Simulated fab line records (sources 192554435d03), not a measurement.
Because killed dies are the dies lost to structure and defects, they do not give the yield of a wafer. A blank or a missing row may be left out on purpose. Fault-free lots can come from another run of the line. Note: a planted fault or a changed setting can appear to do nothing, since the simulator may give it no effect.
Chamber matching + flow n5 finfet + rie diel-02 running N5_DUMMY_GATE_DESCUM_20: 4 sister chambers
The step chemistry O2, time 6.2 s. 22 wafers are shown with their chamber, then 11 later ones without.

WAFERS WITH THEIR CHAMBER
| wafer  | chamber | throttle valve pct (%) | showerhead plenum p Torr (Torr) | drypump motor current A (A) |
|--------|---------|------------------------|---------------------------------|-----------------------------|
| L076.2 | 2       | 20.63                  | 1.96                            | 5.7                         |
| L076.3 | 0       | 20.06                  | 2.16                            | 6.7                         |
| L076.4 | 3       | 20.04                  | 2.00                            | 5.8                         |
| L078.1 | 3       | 20.04                  | 1.99                            | 5.8                         |
| L078.4 | 2       | 20.63                  | 1.96                            | 5.7                         |
| L078.5 | 3       | 20.04                  | 1.99                            | 5.8                         |
| L080.1 | 1       | 20.90                  | 2.03                            | 5.7                         |
| L080.3 | 0       | 20.06                  | 2.16                            | 6.7                         |
| L080.4 | 2       | 20.65                  | 1.96                            | 5.7                         |
| L082.3 | 1       | 20.90                  | 2.03                            | 5.7                         |
| L082.4 | 0       | 20.08                  | 2.15                            | 6.7                         |
| L082.6 | 0       | 20.11                  | 2.15                            | 6.7                         |
| L085.1 | 3       | 20.06                  | 1.99                            | 5.9                         |
| L085.2 | 0       | 20.08                  | 2.15                            | 6.7                         |
| L085.6 | 0       | 20.09                  | 2.15                            | 6.7                         |
| L086.2 | 1       | 20.93                  | 2.02                            | 5.8                         |
| L086.5 | 1       | 20.92                  | 2.02                            | 5.8                         |
| L086.6 | 0       | 20.08                  | 2.15                            | 6.7                         |
| L087.2 | 0       | 20.10                  | 2.15                            | 6.7                         |
| L087.3 | 3       | 20.07                  | 1.99                            | 5.8                         |
| L087.6 | 3       | 20.08                  | 1.99                            | 5.8                         |
| L088.1 | 0       | 20.09                  | 2.15                            | 6.7                         |

SIGNATURES (means of the wafers above)
| reading                  | chamber 0 | chamber 1 | chamber 2 | chamber 3 | scatter within a chamber |
|--------------------------|-----------|-----------|-----------|-----------|--------------------------|
| throttle valve pct       | 20.0833   | 20.9125   | 20.6367   | 20.0550   | 0.0161                   |
| showerhead plenum p Torr | 2.1522    | 2.0250    | 1.9600    | 1.9917    | 0.00434                  |
| drypump motor current A  | 6.700     | 5.750     | 5.700     | 5.817     | 0.0319                   |
Rule: for a wafer and a chamber, the distance is found by dividing, reading by reading, the gap between the wafer's reading and the chamber's mean by the reading's scatter, squaring, summing and taking the root. If the next closest chamber is less than 2 further off than the closest, the wafer can't be placed; otherwise it belongs to the closest. The scatter: take each reading less its chamber's mean, square it, sum over the shown wafers, divide by the number of wafers less the number of chambers, and take the root.

WAFERS WHOSE CHAMBER IS MISSING
| wafer  | throttle valve pct (%) | showerhead plenum p Torr (Torr) | drypump motor current A (A) |
|--------|------------------------|---------------------------------|-----------------------------|
| L088.2 | 20.92                  | 2.02                            | 5.7                         |
| L088.3 | 20.08                  | 1.99                            | 5.8                         |
| L092.1 | 20.11                  | 2.15                            | 6.7                         |
| L092.3 | 20.93                  | 2.02                            | 5.7                         |
| L092.4 | 20.67                  | 1.96                            | 5.7                         |
| L094.2 | 20.67                  | 1.95                            | 5.7                         |
| L094.3 | 20.12                  | 2.15                            | 6.6                         |
| L094.5 | 20.69                  | 1.95                            | 5.7                         |
| L097.2 | 20.95                  | 2.02                            | 5.7                         |
| L097.4 | 20.11                  | 2.14                            | 6.7                         |
| L097.5 | 20.09                  | 1.98                            | 5.9                         |

WHICH CHAMBER EACH WENT THROUGH
| wafer  | from the rows above | in truth |
|--------|---------------------|----------|
| L088.2 | 1                   | 1        |
| L088.3 | 3                   | 3        |
| L092.1 | 0                   | 0        |
| L092.3 | 1                   | 1        |
| L092.4 | 2                   | 2        |
| L094.2 | 2                   | 2        |
| L094.3 | 0                   | 0        |
| L094.5 | 2                   | 2        |
| L097.2 | 1                   | 1        |
| L097.4 | 0                   | 0        |
| L097.5 | 3                   | 3        |
Correctly placed: 11 of 11. Left unplaced by these rows: 0. Wrongly placed: 0.
